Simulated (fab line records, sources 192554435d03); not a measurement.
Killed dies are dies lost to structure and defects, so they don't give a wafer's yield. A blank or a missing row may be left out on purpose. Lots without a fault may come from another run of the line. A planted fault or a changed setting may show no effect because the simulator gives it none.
Which tool did it? | flow n5_finfet | 7 lots, 21 wafers sampled, at 1 step of a route of 1938

WHAT THE GAUGES READ, wafer by wafer
N5_BEOL_M8_OVL_MEAS_12.
lot  | measured     | on         | M8_OVL (nm)
L200 | day 8 22:58  | overlay-01 | -0.2 0.5 0.5
L206 | day 10 16:58 | overlay-02 | 1.1 0.1 0.6
L207 | day 11 01:16 | overlay-02 | 0.1 -0.1 -0.5
L213 | day 12 11:13 | overlay-02 | 1.1 0.8 -0.2
L214 | day 12 21:55 | overlay-01 | 0.4 0.7 1.5
L219 | day 13 12:53 | overlay-01 | -0.5 0.6 0.6
L221 | day 14 13:32 | overlay-02 | 1.3 0.2 0.1

WHICH TOOL RAN EACH LOT (tool, then ch and the chambers of the sampled wafers, then the start)
The record holds no process step before these readings.

THE ANSWER, worked out from the rows above alone
Rule: what is usual is taken from the lots themselves. Put in order of their means at a reading, lots are off if they are a third of the lots or fewer, leave a main group of 4 or more, and stand apart from it by a gap of 3 or more times the standard deviation of the main group's means; of several such gaps the widest counts. A main group whose means are all the same, to the digits that the tables above print for the reading, isn't used. A lot without any number at a reading at which 4 lots or more have one is off too. The other lots that the step has rows for count as sound.
No lot is off at any reading shown: from this, nothing can be told.

WHAT THE SIMULATOR HAD PUT IN
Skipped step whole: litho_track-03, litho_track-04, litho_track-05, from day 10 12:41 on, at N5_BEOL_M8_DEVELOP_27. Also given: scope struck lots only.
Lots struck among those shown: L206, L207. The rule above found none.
